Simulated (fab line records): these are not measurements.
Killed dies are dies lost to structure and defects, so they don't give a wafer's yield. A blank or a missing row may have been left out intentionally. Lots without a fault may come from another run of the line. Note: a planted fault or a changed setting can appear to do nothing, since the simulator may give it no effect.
fab line records    flow nand_harc    part 1 of 2: steps 1 to 4 of 6
[record] lots = 22  wafers = 66  last_day = 34
route steps=1302 shown A_CHANNEL_HOLE_D1@472 A_CHANNEL_FILL_D1@508 A_DECK1_JOINT@539 A_CHANNEL_HOLE_D2@593
lots that met no fault: from a run of the same line without faults
start_h: hours from the record's opening day to when the first of the lot's shown wafers began    wait_h: hours elapsed since this lot's preceding step    " same as the row above    L1.1+2: a single row standing in for several wafers    - either no value or no given start    * or withheld: withheld    < > ~ a bound
route shown NAME@n: NAME is a module with steps in the file, n the number in the route of the first one    usual: mean/standard deviation of fault-free wafers    same: alike in all rows    chamber/n: place in a boat    sites: the reading at each site    _std_site: the values' standard deviation    _edge_site: inner sites' mean taken away from outer sites' mean    radius_mm: for every site, how far away it sits from the centre of the wafer    mask NAME#n: copy n    behind: the last tool/chamber to shape the wafer    hold: the reason the lot was held/the length of the hold in hours/how it ended    device: the transistor (n, p or np) that didn't switch    end of line: tests run on the same wafers once the route is complete    a step without rows: its recipe alone    killed: dies that structure and defects cost at the first sort, which is not the same as the wafer's yield    map: per-die view of a wafer (x killed, . not killed, _ where there is no die)
set.NAME: the setting the step ran with; set.NAME@STEP: the setting that earlier step ran with    model.NAME: the simulator's own value behind a step, which no gauge read
a sample of lots followed through the steps of the route, with each step as a table and each wafer as a row
services: the hour from which a tool's chamber was out of use, counted from the record's first day as start_h (under 0 if before that day), plus the number of hours and why
[[steps]]
[step NHARC_A_CHANNEL_HOLE_D1_ETCH_20]
[recipe] bias_v = 3000  source_w = withheld  pressure_mtorr = 20  time_s = 361.9  ar_flow_sccm = 375  c4f8_flow_sccm = 89.3  o2_flow_sccm = 35.7  temp_c = -20  target_depth_a = 16000  chemistry = C4F8/O2/Ar
[usual] drypump_motor_current_A = 5.3/0.43  mfc_ar_sccm = 375.0/1.2  showerhead_plenum_p_Torr = 3.63/0.11  throttle_valve_pct = 32.154/0.0091
lot.wafer  tool         chamber  start_h  wait_h  drypump_motor_current_A  mfc_ar_sccm  rf_hours_counter_h  showerhead_plenum_p_Torr  throttle_valve_pct
L074.1     har_etch-02  1        185.18   0.1     5.4                      374.9        290                 3.55                      32.156
L074.3     "            1        "        "       5.4                      377.4        -                   3.55                      32.150
L074.6     "            1        "        "       5.4                      378.0        -                   3.55                      32.151
L075.1     har_etch-02  1        193.97   0.1     5.4                      374.0        298                 3.54                      32.144
L075.2     "            0        "        "       4.8                      375.0        298                 3.63                      32.150
L075.5     "            0        "        "       4.8                      373.2        -                   3.63                      32.145
L077.1     har_etch-02  0        209.77   0.1     4.8                      374.9        306                 3.62                      32.148
L077.2     "            1        "        "       5.4                      376.8        306                 3.54                      32.159
L077.3     "            0        "        "       4.9                      375.0        -                   3.63                      32.164
L076.2     har_etch-02  1        213.92   0.1     5.4                      376.3        309                 3.54                      32.158
L076.3     "            0        "        "       4.8                      373.1        -                   3.62                      32.156
L076.5     "            1        "        "       5.4                      375.8        -                   3.54                      32.150
L079.3     har_etch-01  0        233.95   0.2     6.0                      375.7        -                   3.61                      32.171
L079.6     "            1        "        "       5.1                      375.5        -                   3.72                      32.141
L079.5     "            0        "        "       6.0                      374.7        -                   3.61                      32.153
L078.2     har_etch-02  0        234.27   0.1     4.8                      376.3        325                 3.61                      32.154
L078.4     "            0        "        "       4.8                      377.0        -                   3.61                      32.143
L078.6     "            0        "        "       4.8                      375.6        -                   3.61                      32.152
L080.1     har_etch-01  1        242.21   0.1     5.1                      375.2        118                 3.72                      32.147
L080.3     "            0        "        "       6.0                      374.5        -                   3.60                      32.166
L080.6     "            0        "        "       6.0                      376.0        -                   3.60                      32.144
L081.2     har_etch-01  0        256.04   0.1     6.0                      375.8        126                 3.60                      32.148
L081.4     "            0        "        "       6.0                      375.4        -                   3.60                      32.146
L081.5     "            0        "        "       6.0                      374.3        -                   3.60                      32.154
L082.2     har_etch-02  0        263.17   0.1     4.8                      375.8        344                 3.60                      32.151
L082.4     "            0        "        "       4.8                      374.8        -                   3.60                      32.167
L082.6     "            1        "        "       5.4                      374.9        -                   3.52                      32.164
L083.1     har_etch-01  1        269.67   0.1     5.1                      374.5        134                 3.71                      32.138
L083.3     "            1        "        "       5.1                      374.5        -                   3.71                      32.138
L083.4     "            0        "        "       6.1                      373.9        -                   3.59                      32.151
L084.3     har_etch-02  1        278.72   0.2     5.4                      375.5        -                   3.51                      32.152
L084.6     "            1        "        "       5.4                      375.2        -                   3.52                      32.130
L084.5     "            0        "        "       4.8                      375.6        -                   3.60                      32.151
L085.1     har_etch-02  1        296.43   0.1     5.4                      375.2        359                 3.51                      32.155
L085.6     "            0        "        "       4.8                      374.9        -                   3.60                      32.170
L085.5     "            1        "        "       5.4                      375.0        -                   3.51                      32.145
L086.1     har_etch-01  0        297.16   0.1     6.0                      374.1        149                 3.59                      32.140
L086.6     "            1        "        "       5.1                      373.8        -                   3.70                      32.153
L086.5     "            0        "        "       6.0                      376.3        -                   3.59                      32.130
L087.1     har_etch-01  0        305.99   0.1     6.0                      374.7        153                 3.58                      32.158
L087.3     "            0        "        "       6.0                      375.3        -                   3.58                      32.157
L087.6     "            0        "        "       6.0                      373.9        -                   3.58                      32.158
L088.4     har_etch-01  1        326.78   0.2     5.1                      374.6        -                   3.69                      32.151
L088.6     "            1        "        "       5.1                      373.2        -                   3.69                      32.154
L088.5     "            0        "        "       6.0                      375.3        -                   3.58                      32.156
L090.2     har_etch-02  0        351.47   0.1     4.8                      374.3        390                 3.58                      32.143
L090.4     "            1        "        "       5.4                      374.4        -                   3.49                      32.152
L090.3     "            0        "        "       4.9                      373.6        -                   3.58                      32.149
L091.3     har_etch-01  0        352.15   0.2     6.1                      375.6        -                   3.57                      32.155
L091.5     "            1        "        "       5.1                      374.8        -                   3.68                      32.160
L091.6     "            0        "        "       6.0                      374.2        -                   3.57                      32.159
L092.3     har_etch-02  0        355.68   0.2     4.8                      373.5        -                   3.58                      32.159
L092.5     "            0        "        "       4.8                      373.9        -                   3.58                      32.167
L092.6     "            1        "        "       5.4                      374.8        -                   3.49                      32.149
L093.1     har_etch-01  0        370.72   0.1     6.0                      375.8        188                 3.57                      32.151
L093.3     "            0        "        "       6.0                      374.6        -                   3.57                      32.157
L093.6     "            1        "        "       5.1                      375.9        -                   3.68                      32.176
L094.2     har_etch-01  0        382.85   0.1     6.0                      374.4        199                 3.56                      32.153
L094.4     "            1        "        "       5.1                      375.0        -                   3.67                      32.156
L094.6     "            0        "        "       6.1                      375.6        -                   3.56                      32.145
L095.2     har_etch-02  1        397.78   0.1     5.3                      373.9        0                   3.93                      32.159
L095.3     "            1        "        "       5.4                      374.8        -                   3.93                      32.162
L095.5     "            1        "        "       5.4                      375.5        -                   3.93                      32.166
L097.2     har_etch-02  0        418.16   0.1     4.8                      374.1        15                  3.92                      32.160
L097.4     "            0        "        "       4.9                      374.7        -                   3.92                      32.174
L097.6     "            1        "        "       5.4                      375.5        -                   3.92                      32.167
[step NHARC_A_CHANNEL_HOLE_D1_ETCH_25]
[recipe] bias_v = 5000  source_w = withheld  pressure_mtorr = 20  time_s = 1040.2  ar_flow_sccm = 375  c4f8_flow_sccm = 93.8  o2_flow_sccm = 31.2  temp_c = -20  target_depth_a = 15000  chemistry = C4F8/O2/Ar
[usual] drypump_motor_current_A = 5.3/0.43  mfc_ar_sccm = 374.9/1.1  showerhead_plenum_p_Torr = 3.62/0.11  throttle_valve_pct = 32.237/0.009
lot.wafer  tool         chamber  start_h  wait_h  drypump_motor_current_A  mfc_ar_sccm  rf_hours_counter_h  showerhead_plenum_p_Torr  throttle_valve_pct
L074.1     har_etch-02  1        187.95   0.6     5.4                      374.8        293                 3.54                      32.231
L074.3     "            1        "        "       5.4                      375.1        -                   3.54                      32.245
L074.6     "            1        "        "       5.4                      374.6        -                   3.54                      32.231
L075.1     har_etch-02  1        196.76   0.6     5.4                      373.6        301                 3.54                      32.236
L075.2     "            0        "        "       4.8                      373.0        301                 3.62                      32.239
L075.5     "            0        "        "       4.8                      375.1        -                   3.62                      32.232
L077.1     har_etch-02  0        212.55   0.6     4.8                      374.1        308                 3.62                      32.239
L077.2     "            1        "        "       5.4                      375.9        308                 3.53                      32.251
L077.3     "            0        "        "       4.8                      374.9        -                   3.62                      32.242
L076.2     har_etch-02  1        216.72   0.7     5.4                      375.7        312                 3.53                      32.237
L076.3     "            0        "        "       4.8                      374.0        -                   3.62                      32.235
L076.5     "            1        "        "       5.4                      378.0        -                   3.53                      32.231
L079.3     har_etch-01  0        237.03   0.7     6.0                      375.3        -                   3.60                      32.250
L079.6     "            1        "        "       5.1                      377.0        -                   3.72                      32.240
L079.5     "            0        "        "       6.0                      374.3        -                   3.60                      32.245
L078.2     har_etch-02  0        237.06   0.6     4.8                      375.3        328                 3.61                      32.245
L078.4     "            0        "        "       4.8                      375.3        -                   3.61                      32.218
L078.6     "            0        "        "       4.8                      376.5        -                   3.61                      32.245
L080.1     har_etch-01  1        245.09   0.7     5.1                      374.6        121                 3.71                      32.249
L080.3     "            0        "        "       6.0                      374.1        -                   3.60                      32.229
L080.6     "            0        "        "       6.0                      376.7        -                   3.60                      32.233
L081.2     har_etch-01  0        258.81   0.6     6.0                      375.7        129                 3.59                      32.224
L081.4     "            0        "        "       6.0                      375.5        -                   3.59                      32.230
L081.5     "            0        "        "       6.0                      376.9        -                   3.59                      32.238
L082.2     har_etch-02  0        266.03   0.7     4.8                      374.5        347                 3.60                      32.229
L082.4     "            0        "        "       4.8                      375.4        -                   3.60                      32.231
L082.6     "            1        "        "       5.4                      374.6        -                   3.51                      32.242
L083.1     har_etch-01  1        272.47   0.6     5.1                      376.1        137                 3.70                      32.246
L083.3     "            1        "        "       5.1                      376.0        -                   3.70                      32.233
L083.4     "            0        "        "       6.0                      372.7        -                   3.59                      32.242
L084.3     har_etch-02  1        281.67   0.7     5.4                      374.5        -                   3.51                      32.243
L084.6     "            1        "        "       5.4                      375.3        -                   3.51                      32.240
L084.5     "            0        "        "       4.8                      375.5        -                   3.59                      32.222
L085.1     har_etch-02  1        299.29   0.7     5.4                      373.1        362                 3.51                      32.245
L085.6     "            0        "        "       4.8                      375.0        -                   3.59                      32.235
L085.5     "            1        "        "       5.4                      375.6        -                   3.51                      32.237
L086.1     har_etch-01  0        300.04   0.7     6.0                      374.3        152                 3.58                      32.233
L086.6     "            1        "        "       5.1                      375.3        -                   3.70                      32.238
L086.5     "            0        "        "       6.0                      374.0        -                   3.58                      32.241
L087.1     har_etch-01  0        308.87   0.7     6.0                      374.6        156                 3.58                      32.232
L087.3     "            0        "        "       6.1                      375.4        -                   3.58                      32.227
L087.6     "            0        "        "       6.0                      376.4        -                   3.58                      32.224
L088.4     har_etch-01  1        329.77   0.7     5.1                      376.0        -                   3.68                      32.247
L088.6     "            1        "        "       5.1                      373.4        -                   3.68                      32.228
L088.5     "            0        "        "       6.0                      374.0        -                   3.57                      32.234
L090.2     har_etch-02  0        354.35   0.7     4.8                      375.0        392                 3.57                      32.232
L090.4     "            1        "        "       5.4                      374.5        -                   3.49                      32.240
L090.3     "            0        "        "       4.8                      375.3        -                   3.57                      32.262
L091.3     har_etch-01  0        355.19   0.7     6.1                      374.7        -                   3.56                      32.230
L091.5     "            1        "        "       5.1                      375.7        -                   3.68                      32.236
L091.6     "            0        "        "       6.0                      375.5        -                   3.56                      32.242
L092.3     har_etch-02  0        358.67   0.7     4.8                      374.2        -                   3.57                      32.227
L092.5     "            0        "        "       4.8                      373.2        -                   3.57                      32.231
L092.6     "            1        "        "       5.4                      376.0        -                   3.49                      32.235
L093.1     har_etch-01  0        373.61   0.7     6.0                      375.1        190                 3.56                      32.259
L093.3     "            0        "        "       6.0                      373.5        -                   3.56                      32.241
L093.6     "            1        "        "       5.1                      376.9        -                   3.67                      32.227
L094.2     har_etch-01  0        385.60   0.6     6.0                      375.7        202                 3.55                      32.241
L094.4     "            1        "        "       5.1                      374.0        -                   3.67                      32.230
L094.6     "            0        "        "       6.0                      377.8        -                   3.55                      32.249
L095.2     har_etch-02  1        400.65   0.7     5.4                      376.5        3                   3.93                      32.252
L095.3     "            1        "        "       5.4                      375.7        -                   3.93                      32.229
L095.5     "            1        "        "       5.4                      376.4        -                   3.93                      32.244
L097.2     har_etch-02  0        421.02   0.7     4.8                      373.6        18                  3.92                      32.244
L097.4     "            0        "        "       4.8                      373.2        -                   3.92                      32.236
L097.6     "            1        "        "       5.4                      374.0        -                   3.92                      32.235
[step NHARC_A_CHANNEL_HOLE_D1_ETCH_44]
[recipe] target_depth_a = 1400  overetch_a = 140  time_s = 77  ion_energy_ev = 100  cf4_flow_sccm = 80  o2_flow_sccm = 20  ar_flow_sccm = 0  rf_w = 300  bias_w = 100  chemistry = CF4/O2
[usual] cf4_flow_sccm = 80.02/0.26  drypump_motor_current_A = 5.5/0.45  mfc_ar_sccm = 0.009/0.012  oes_o_777_au = 1.001/0.0047  oes_product_au = 0.998/0.012  rf_vpp_V = 198.3/1.3  showerhead_plenum_p_Torr = 1.36/0.047  throttle_valve_pct = 13.397/0.0088
lot.wafer  tool         chamber  start_h  wait_h  cf4_flow_sccm  drypump_motor_current_A  mfc_ar_sccm  oes_o_777_au  oes_product_au  rf_hours_counter_h  rf_vpp_V  showerhead_plenum_p_Torr  throttle_valve_pct
L074.3     rie_diel-13  2        189.78   0.1     79.75          5.2                      0            1.003         0.996           8                   199.9     1.40                      13.396
L074.1     "            0        "        "       79.95          5.6                      0.023        1.001         0.993           5                   198.1     1.35                      13.403
L074.6     "            2        "        "       79.88          5.2                      0            0.999         0.999           -                   199.2     1.40                      13.390
L075.2     rie_diel-10  0        198.59   0.1     79.91          5.8                      0            1.009         0.985           12                  199.2     1.40                      13.393
L075.1     "            1        "        "       79.85          5.4                      0.020        1.009         1.009           10                  197.3     1.38                      13.402
L075.5     "            2        "        "       80.17          4.7                      0            1.008         0.982           -                   197.4     1.30                      13.406
L077.3     rie_diel-10  2        214.37   0.1     79.96          4.7                      0            1.003         0.999           10                  197.1     1.30                      13.381
L077.1     "            3        "        "       79.91          5.7                      0.026        1.000         1.004           12                  196.3     1.34                      13.399
L077.2     "            0        "        "       80.25          5.8                      0            0.996         0.996           13                  198.0     1.40                      13.401
L076.2     rie_diel-09  2        218.56   0.1     79.88          6.2                      0            1.005         1.014           27                  197.4     1.39                      13.399
L076.3     "            3        "        "       79.70          5.3                      0            1.003         1.028           26                  197.5     1.31                      13.413
L076.5     "            2        "        "       79.94          6.2                      0            0.999         1.016           -                   198.8     1.39                      13.410
L079.3     rie_diel-10  2        238.42   0.1     80.21          4.7                      0            1.008         0.992           12                  194.8     1.30                      13.403
L079.6     "            1        "        "       79.95          5.4                      0.020        1.006         1.005           -                   199.6     1.38                      13.394
L079.5     "            2        "        "       79.97          4.7                      0            1.001         1.008           -                   197.1     1.30                      13.402
L078.4     rie_diel-13  3        238.92   0.1     80.04          5.2                      0            1.002         0.999           20                  199.2     1.43                      13.386
L078.2     "            1        "        "       79.23          5.9                      0            1.008         1.011           22                  196.4     1.27                      13.398
L078.6     "            2        "        "       80.05          5.2                      0            0.999         1.008           -                   199.9     1.39                      13.395
L080.3     rie_diel-09  3        246.77   0.1     79.81          5.4                      0            0.994         1.019           36                  197.7     1.31                      13.387
L080.1     "            0        "        "       80.30          6.0                      0.027        0.997         0.995           29                  200.2     1.44                      13.385
L080.6     "            3        "        "       79.80          5.4                      0            1.009         1.023           -                   197.4     1.31                      13.398
L081.4     rie_diel-09  0        260.64   0.1     80.48          6.0                      0.027        0.998         1.000           32                  200.7     1.44                      13.380
L081.2     "            1        "        "       79.80          5.9                      0            1.003         0.997           35                  196.5     1.30                      13.395
L081.5     "            1        "        "       80.30          5.9                      0            0.995         1.001           -                   195.9     1.30                      13.395
L082.2     rie_diel-10  0        267.72   0.1     80.15          5.8                      0            1.001         0.998           2                   198.3     1.40                      13.398
L082.4     "            2        "        "       79.89          4.7                      0            1.001         0.982           2                   196.0     1.30                      13.384
L082.6     "            3        "        "       79.68          5.7                      0.026        1.000         0.990           -                   198.3     1.34                      13.414
L083.3     rie_diel-10  1        274.30   0.1     80.17          5.4                      0.020        1.012         0.977           2                   198.7     1.38                      13.408
L083.1     "            2        "        "       79.86          4.6                      0            1.001         0.987           3                   195.3     1.30                      13.406
L083.4     "            3        "        "       79.67          5.7                      0.026        1.002         0.994           3                   198.4     1.34                      13.406
L084.3     rie_diel-10  3        283.21   0.1     79.96          5.7                      0.026        0.999         1.000           4                   198.2     1.34                      13.388
L084.6     "            2        "        "       80.22          4.7                      0            1.002         1.000           -                   197.1     1.30                      13.396
L084.5     "            3        "        "       79.63          5.7                      0.026        0.999         0.997           -                   197.0     1.34                      13.399
L085.1     rie_diel-09  0        300.98   0.1     80.03          6.0                      0.027        1.010         0.995           44                  201.0     1.44                      13.396
L085.5     "            2        "        "       80.40          6.2                      0            0.995         0.991           -                   198.3     1.39                      13.379
L085.6     "            3        "        "       79.63          5.3                      0            1.002         1.014           -                   197.0     1.31                      13.390
L086.1     rie_diel-10  0        301.71   0.1     80.31          5.8                      0            1.005         1.013           6                   199.6     1.40                      13.404
L086.6     "            3        "        "       80.05          5.7                      0.026        0.999         0.991           -                   198.3     1.34                      13.406
L086.5     "            0        "        "       79.86          5.8                      0            0.997         1.008           -                   200.0     1.40                      13.408
L087.3     rie_diel-10  0        310.55   0.1     80.21          5.8                      0            1.007         1.008           7                   199.2     1.40                      13.398
L087.1     "            2        "        "       80.19          4.7                      0            0.995         0.991           7                   197.3     1.30                      13.410
L087.6     "            0        "        "       80.30          5.8                      0            0.996         1.017           -                   198.7     1.40                      13.410
L088.4     rie_diel-10  0        331.32   0.1     80.12          5.8                      0            0.992         0.997           9                   199.9     1.40                      13.407
L088.6     "            3        "        "       80.03          5.7                      0.026        0.997         0.993           -                   198.7     1.34                      13.404
L088.5     "            0        "        "       79.85          5.8                      0            0.994         0.991           -                   200.2     1.40                      13.393
L090.3     rie_diel-10  1        356.03   0.1     80.36          5.5                      0.020        0.996         0.960           9                   199.4     1.37                      13.400
L090.2     "            2        "        "       80.23          4.7                      0            1.002         0.977           9                   198.4     1.30                      13.403
L090.4     "            0        "        "       79.89          5.8                      0            0.997         0.991           11                  199.0     1.40                      13.397
L091.3     rie_diel-13  0        356.64   0.1     79.93          5.6                      0.023        1.010         0.999           1                   197.6     1.34                      13.395
L091.5     "            2        "        "       80.23          5.2                      0            1.004         1.012           -                   199.9     1.39                      13.399
L091.6     "            3        "        "       79.81          5.2                      0            0.998         0.987           -                   198.9     1.42                      13.405
L092.3     rie_diel-09  0        360.32   0.1     79.11          6.0                      0.027        0.997         0.982           11                  198.2     1.43                      13.386
L092.6     "            2        "        "       80.15          6.2                      0            1.003         0.997           -                   199.9     1.39                      13.387
L092.5     "            3        "        "       80.11          5.3                      0            1.000         0.999           -                   197.2     1.31                      13.386
L093.3     rie_diel-10  3        375.30   0.1     80.22          5.7                      0.026        0.998         1.002           10                  196.4     1.34                      13.395
L093.1     "            0        "        "       80.07          5.8                      0            0.990         0.992           12                  199.1     1.40                      13.404
L093.6     "            2        "        "       80.24          4.7                      0            1.002         0.986           -                   197.8     1.30                      13.403
L094.4     rie_diel-09  0        387.44   0.1     79.93          6.0                      0.027        0.994         0.999           26                  199.6     1.43                      13.381
L094.2     "            1        "        "       79.95          5.9                      0            0.999         1.017           18                  196.9     1.29                      13.396
L094.6     "            1        "        "       80.23          5.8                      0            0.992         1.015           -                   196.2     1.29                      13.393
L095.2     rie_diel-10  2        402.34   0.1     80.05          4.7                      0            1.001         0.993           14                  196.6     1.30                      13.384
L095.3     "            0        "        "       80.19          5.8                      0            0.998         1.008           14                  199.0     1.40                      13.396
L095.5     "            1        "        "       79.77          5.5                      0.020        1.005         0.992           -                   198.6     1.37                      13.407
L097.4     rie_diel-13  0        422.73   0.1     79.91          5.6                      0.023        1.002         1.005           26                  197.9     1.33                      13.420
L097.2     "            1        "        "       80.22          5.8                      0            1.010         1.001           26                  196.6     1.26                      13.402
L097.6     "            2        "        "       79.74          5.2                      0            1.000         1.013           -                   198.1     1.38                      13.402
[step NHARC_A_CHANNEL_FILL_D1_ETCHBACK_08]
[recipe] target_depth_a = 2200  time_s = 110  c4f8_flow_sccm = 20  ar_flow_sccm = withheld  rf_w = 600  bias_w = 300  chemistry = C4F8
[usual] oes_product_au = 0.95/0.034  rf_vpp_V = 440.2/2.8
lot.wafer  tool         chamber  start_h  wait_h  oes_product_au  rf_hours_counter_h  rf_vpp_V
L074.3     rie_diel-11  0        -        -       0.92            6.2                 442.9
L074.1     "            2        "        "       0.91            5.9                 441.0
L074.6     "            0        "        "       0.91            -                   442.9
L075.1     rie_diel-11  0        -        -       0.91            6.5                 442.0
L075.2     "            1        "        "       0.92            7.3                 438.0
L075.5     "            3        "        "       0.92            -                   445.9
L076.2     rie_diel-02  3        -        -       0.93            0.8                 437.3
L076.3     "            2        "        "       0.94            0.8                 443.6
L076.5     "            3        "        "       0.93            -                   434.9
L077.1     rie_diel-06  3        -        -       0.93            6.6                 436.8
L077.3     "            0        "        "       0.92            6.5                 443.0
L077.2     "            1        "        "       0.93            6.5                 441.0
L078.4     rie_diel-06  0        -        -       0.93            7.9                 443.1
L078.2     "            3        "        "       0.91            8.0                 438.0
L078.6     "            0        "        "       0.91            -                   443.6
L079.3     rie_diel-02  1        -        -       1.01            1.8                 437.5
L079.6     "            3        "        "       1.00            -                   436.2
L079.5     "            0        "        "       0.98            -                   437.8
L080.3     rie_diel-11  2        -        -       0.92            0.6                 441.6
L080.1     "            0        "        "       0.94            0.6                 441.8
L080.6     "            2        "        "       0.93            -                   441.5
L081.2     rie_diel-06  0        -        -       0.92            9.8                 444.0
L081.5     "            0        "        "       0.93            -                   443.6
L081.4     "            2        "        "       0.92            -                   439.1
L082.4     rie_diel-02  3        -        -       0.92            3.3                 436.7
L082.2     "            0        "        "       0.92            3.5                 438.1
L082.6     "            1        "        "       0.92            -                   438.8
L083.1     rie_diel-02  3        -        -       1.00            3.3                 436.9
L083.4     "            0        "        "       0.98            3.6                 438.7
L083.3     "            1        "        "       0.99            3.2                 437.3
L084.3     rie_diel-11  1        -        -       0.98            3.2                 439.0
L084.6     "            1        "        "       0.96            -                   438.9
L084.5     "            2        "        "       0.99            -                   442.3
L085.1     rie_diel-11  2        -        -       0.97            4.3                 442.2
L085.6     "            3        "        "       0.98            -                   445.1
L085.5     "            0        "        "       0.97            -                   442.8
L086.1     rie_diel-02  1        -        -       0.92            3.7                 438.1
L086.6     "            3        "        "       0.93            -                   436.3
L086.5     "            0        "        "       0.91            -                   436.8
L087.1     rie_diel-02  3        -        -       0.92            4.0                 438.0
L087.3     "            1        "        "       0.92            3.8                 437.2
L087.6     "            0        "        "       0.93            -                   438.6
L088.4     rie_diel-06  0        -        -       1.01            4.7                 442.0
L088.6     "            1        "        "       1.02            -                   442.9
L088.5     "            2        "        "       0.99            -                   438.1
L091.3     rie_diel-06  2        -        -       0.99            5.3                 439.0
L091.6     "            2        "        "       1.00            -                   439.3
L091.5     "            3        "        "       0.98            -                   439.5
L090.3     rie_diel-02  2        -        -       0.93            6.5                 443.0
L090.2     "            0        "        "       0.92            6.5                 440.0
L090.4     "            1        "        "       0.92            6.7                 439.7
L092.3     rie_diel-06  2        -        -       1.00            5.6                 438.5
L092.6     "            0        "        "       1.02            -                   443.2
L092.5     "            1        "        "       1.02            -                   440.5
L093.1     rie_diel-06  2        -        -       0.91            5.8                 439.6
L093.3     "            1        "        "       0.93            6.4                 441.6
L093.6     "            2        "        "       0.92            -                   438.7
L094.2     rie_diel-02  2        -        -       0.93            0.5                 442.9
L094.4     "            3        "        "       0.94            0.5                 436.0
L094.6     "            2        "        "       0.93            -                   442.0
L095.2     rie_diel-06  2        -        -       0.99            8.1                 438.8
L095.3     "            1        "        "       1.01            8.3                 441.6
L095.5     "            3        "        "       0.97            -                   436.9
L097.4     rie_diel-11  2        -        -       0.93            0.7                 441.8
L097.2     "            1        "        "       0.89            0.9                 439.5
L097.6     "            3        "        "       0.94            -                   444.1
